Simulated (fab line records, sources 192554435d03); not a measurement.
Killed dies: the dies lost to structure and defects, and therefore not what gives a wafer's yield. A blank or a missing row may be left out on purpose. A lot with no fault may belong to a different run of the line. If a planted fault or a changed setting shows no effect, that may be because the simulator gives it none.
8D (eight disciplines) problem report, filled in by code :: flow n5-finfet :: the parts of the form that need people (team, actions taken, sign-off) are left out

1. WHAT IS WRONG
Wafers without a fault read 211.2 s, standard deviation 0.48; run-length-s at N5_BEOL_M13_ILD_DEP_00 reads a mean of 205.8 s on 2 wafers belonging to 2 lots. Relative to the usual mean, that is a shift of -11 standard deviations.
The step: deposits SiOC from DEMS/O2, target thk 837.92 nm, time 166.4 s.
Earliest sighting: wafer L992.3 on pecvd-02 at day 12 08:10. The record has a number at this step for 30 wafers belonging to 10 lots. Rule for "out" (also "out of limits"): further than 4 standard deviations from the usual mean. The rest of the wafers with a number are treated as sound.

2. WHAT THIS IS AND IS NOT
question: which readings at this step
is: run-length-s
is not: heater-power-outer-w, heater-power-w, showerhead-plenum-p-Torr, throttle-valve-pct

question: which lots
is: L992, L994
is not: L104, L105, L106, L107, L108, L109, L986, L989

question: which wafers of those lots
is: L992.3, L994.2
is not: L992.1, L992.4, L994.4, L994.6

question: read on which tools
is: pecvd-02
is not: pecvd-01, pecvd-04

question: when
is: from day 12 08:10
is not: up to then (8 sound wafers); but 20 sound wafers of L104, L105, L106, L107, L108, L109, L994 came after

3. WHAT RULES OUT EACH SUSPECT
Counting: a tool at a process step up to the reading stays a suspect if it ran every lot that is out. Sound lots after the first of them don't rule it out here, since some wafers of a struck lot are sound.
- pecvd-02 at N5_BEOL_M13_ILD_DEP_00 (deposits SiOC from DEMS/O2, target thk 837.92 nm, time 166.4 s): kept. It ran every lot that is out, first L992 (day 12 08:10). On those wafers its own readings are out: run-length-s.
The count leaves pecvd-02 at N5_BEOL_M13_ILD_DEP_00.

4. THE CAUSE (what the simulator had put in)
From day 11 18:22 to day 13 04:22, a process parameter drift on pecvd-02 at N5_BEOL_M13_ILD_DEP_00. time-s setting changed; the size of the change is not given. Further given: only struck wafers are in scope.
The count eliminated every tool but this one.

5. SEQUENCE OF EFFECTS, ordered by route
Each row: a reading where the mean over the struck wafers with a number is more than 3 standard deviations away from the usual. Only readings whose record carries a usual standard deviation are examined. hours: median over the lots of the time between each lot's start at the first step of this table that gives one and its start at this step. sigmas: the change, counted in usual standard deviations.
hours: 0
step: N5_BEOL_M13_ILD_DEP_00
reading: run-length-s
usual: 211.2 s
on struck wafers: 205.8
change: -5.3
sigmas: -11
It contains these process steps:
- N5_BEOL_M13_ILD_DEP_00: deposits SiOC from DEMS/O2, target thk 837.92 nm, time 166.4 s.

6. HOW IT WOULD HAVE BEEN CAUGHT EARLIER
First out-of-limits reading in this record: day 12 08:10, which is 14 hours after fault onset at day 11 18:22.
